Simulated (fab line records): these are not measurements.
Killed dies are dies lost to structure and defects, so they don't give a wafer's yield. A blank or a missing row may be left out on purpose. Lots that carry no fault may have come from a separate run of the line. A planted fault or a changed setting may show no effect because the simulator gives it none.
Matching of chambers    flow n5-finfet    uv-cure-02 running N5_BEOL_M10_CURE_71: 3 sister chambers
The step cures SiCOH lowk, time 240 s. 6 wafers are shown with their chamber, then 11 later ones without.

== WAFERS WITH THEIR CHAMBER ==
wafer   chamber  wafer_temp_C_max  lamp-power-pct (%)
L084.5  0        387.0             52.33
L084.6  0        386.9             52.33
L089.3  1        386.3             52.14
L090.3  2        386.4             52.32
L090.4  2        386.1             52.31
L091.2  1        386.4             52.22

== WAFERS MISSING THEIR CHAMBER ==
wafer   wafer_temp_C_max  lamp-power-pct (%)
L091.3  385.9             52.28
L091.5  386.3             52.30
L092.2  385.9             52.43
L092.4  386.2             52.24
L092.6  386.2             52.38
L094.2  386.5             52.25
L094.3  386.3             52.32
L094.4  385.4             52.30
L095.1  386.6             52.37
L095.3  387.8             52.27
L095.5  386.8             52.26

== EACH ONE'S CHAMBER ==
wafer    from the rows above            in truth
L091.3   can't be placed: 2 or 1        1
L091.5   2                              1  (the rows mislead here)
L092.2   2                              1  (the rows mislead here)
L092.4   can't be placed: 1 or 2        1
L092.6   2                              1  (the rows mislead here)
L094.2   can't be placed: 1 or 2 or 0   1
L094.3   2                              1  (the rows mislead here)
L094.4   can't be placed: 2 or 1        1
L095.1   can't be placed: 0 or 2        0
L095.3   0                              0
L095.5   can't be placed: 0 or 1 or 2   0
Correct placement for 1 of the 11. Unplaceable from these rows: 6, with the true chamber sitting among the candidates in 6. 4 placed wrongly.
How it was worked out, from the rows above alone: a wafer's distance from a chamber is the root of the sum, over the readings, of the square of ((its reading less the chamber's mean) divided by the reading's scatter). If the next closest chamber is less than 2 further off than the closest, the wafer can't be placed; otherwise it belongs to the closest. For every chamber, the mean is computed from those of its wafers that are shown. The scatter is the square root of a quotient: the sum, over the shown wafers, of each reading's squared deviation from its chamber's mean, divided by wafers minus chambers.
